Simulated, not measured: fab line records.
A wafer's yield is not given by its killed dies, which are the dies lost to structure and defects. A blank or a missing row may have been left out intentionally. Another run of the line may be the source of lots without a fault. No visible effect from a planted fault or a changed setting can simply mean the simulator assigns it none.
Split-lot study ; flow n5 finfet ; 39 wafers read across 7 lots, on a route 1938 steps long

SPLIT DETAILS
At N5_BEOL_M0_SAQP_SPACER1_ALD_98 (deposits SiO2, target thk 12.8 nm, pulse time 1 s, purge time 2 s), the setting ald cycles was moved away from the recipe's 138 on 12 of the 39 wafers read, by -23.2% to +47.8%. This setting was run at the recipe's value on the other wafers.

FROM THE SPLIT TO THE READING: what the file shows between them, 2 steps
- N5_BEOL_M0_SAQP_SPACER1_ETCHBACK_99: etches SiO2 in CHF3/O2, target depth 15.4 nm, time 7.7 s
- N5_BEOL_M0_SAQP_MANDREL1_REMOVE_100: chemistry HBr/Cl2/O2, target a-Si, stops on SiNx, bt time 10 s

THE READING
Shown in nm: cd nm at N5_BEOL_M0_SAQP_CD_MEAS_25, with target cd 13.1 nm. Typical for fault-free wafers on this fab line: 12.75 nm, with standard deviation 0.23 nm.

wafer;tool, chamber at the split;ald cycles as run;against the recipe;cd nm, nm;against lot-mates on the recipe
L075.1;ald sin-03, 3,0,1;107;-22.5%;9.95;-2.70
L075.2;ald sin-03, 2,1,2;138;recipe;12.47;-
L075.3;ald sin-03, 3,0,1;107;-22.5%;9.59;-3.06
L075.4;ald sin-03, 2,1,2;138;recipe;12.89;-
L075.5;ald sin-03, 3,0,1;107;-22.5%;9.78;-2.87
L075.6;ald sin-03, 2,1,2;138;recipe;12.59;-
L078.1;ald sin-01, 3,1,1;138;recipe;12.84;-
L078.3;ald sin-01, 3,1,1;138;recipe;12.82;-
L078.4;ald sin-01, 3,1,1;138;recipe;12.79;-
L081.1;ald sin-03, 2,1,0,0,1;138;recipe;12.41;-
L081.2;ald sin-03, 3;138;recipe;12.47;-
L081.3;ald sin-03, 2,1,0,0,1;138;recipe;12.48;-
L081.4;ald sin-03, 2,1,0,0,1;138;recipe;12.70;-
L081.5;ald sin-03, 2,1,0,0,1;138;recipe;12.91;-
L081.6;ald sin-03, 2,1,0,0,1;138;recipe;13.05;-
L082.1;ald sin-03, 1,0,0;204;+47.8%;19.26;+6.49
L082.2;ald sin-03, 3,2,1;138;recipe;12.71;-
L082.3;ald sin-03, 3,2,1;138;recipe;12.94;-
L082.4;ald sin-03, 1,0,0;204;+47.8%;19.12;+6.35
L082.5;ald sin-03, 1,0,0;204;+47.8%;18.99;+6.22
L082.6;ald sin-03, 3,2,1;138;recipe;12.66;-
L087.1;ald sin-04, 0,2,0;106;-23.2%;9.79;-2.84
L087.2;ald sin-04, 0,2,0;106;-23.2%;9.77;-2.86
L087.3;ald sin-04, 1,2,1;138;recipe;12.49;-
L087.4;ald sin-04, 0,2,0;106;-23.2%;9.90;-2.73
L087.5;ald sin-04, 1,2,1;138;recipe;12.90;-
L087.6;ald sin-04, 1,2,1;138;recipe;12.51;-
L096.1;ald sin-04, 0,2,1,1,2,0;138;recipe;12.56;-
L096.2;ald sin-04, 0,2,1,1,2,0;138;recipe;12.77;-
L096.3;ald sin-04, 0,2,1,1,2,0;138;recipe;12.83;-
L096.4;ald sin-04, 0,2,1,1,2,0;138;recipe;12.85;-
L096.5;ald sin-04, 0,2,1,1,2,0;138;recipe;12.81;-
L096.6;ald sin-04, 0,2,1,1,2,0;138;recipe;12.80;-
L097.1;ald sin-03, 0,2,1;138;recipe;12.87;-
L097.2;ald sin-03, 0,2,1;138;recipe;12.25;-
L097.3;ald sin-03, 0,2,1;138;recipe;11.96;-
L097.4;ald sin-03, 3,1,0;187;+35.5%;17.07;+4.71
L097.5;ald sin-03, 3,1,0;187;+35.5%;17.57;+5.21
L097.6;ald sin-03, 3,1,0;187;+35.5%;16.95;+4.59
When a row names more than one chamber, that row covers several wafers, and the file does not tell which wafer ran in which chamber.

THE FIT
A straight line over all 39 wafers: cd nm changes by +0.131 nm for each +1% of ald cycles; r = +1.00; the points scatter about the line by 0.24 nm.
The same after taking each lot's own level away (the mean of its wafers on the recipe; 39 wafers): +0.132 nm for each +1%; r = +1.00; scatter 0.21 nm.
According to that fit, moving ald cycles by its largest amount changes the reading by 6.3 nm.
The span of the lots' own levels, 12.360 to 12.817 nm, comes to 2.0 times the standard deviation stated above.
Hence the lot-to-lot level has little effect on the slope; both slopes agree.
Check: with one of the wafers moved furthest among these (+47.8%) left out of the fit, the line predicts +6.3 nm for it against its lot-mates. Against them it came out at +6.49 nm.

THESE WAFERS: OTHER SPLITS
These wafers also went through other splits before the reading. Each is held against what the fit with the lots' levels taken away leaves over:
other split on the same wafers;wafers away from the commonest value;r with cd nm (lot level and that fit taken away)
N5_SD_EPI_N_EPI_21 epi growth time s;15;+0.12
N5_GATE_CUT_DESCUM_18 time s;18;-0.03

THE WHOLE CHAIN: every reading that the file lists as answering this split, in the file's order
step;what it does;reading;change (the file's fit);r (the file's)
N5_BEOL_M0_SAQP_SPACER1_ALD_98;deposits SiO2, target thk 12.8 nm, pulse time 1 s, purge time 2 s;SiO2_of_BEOL_M0_SAQP_SPACER1_ALD_98.thk nm (the simulator's own value, which no gauge read);+0.129 nm for each +1% of the setting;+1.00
N5_BEOL_M0_SAQP_MANDREL1_REMOVE_100;chemistry HBr/Cl2/O2, target a-Si, stops on SiNx, bt time 10 s;BEOL_M0_SAQP.cd nm (the simulator's own value, which no gauge read);+0.13 nm for each +1% of the setting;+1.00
N5_BEOL_M0_SAQP_CD_MEAS_25;target cd 13.1 nm;cd nm;+0.132 nm for each +1% of the setting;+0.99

FILE'S OWN FIT
cd nm changes by +0.132 nm for each +1% of ald cycles, r = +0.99.
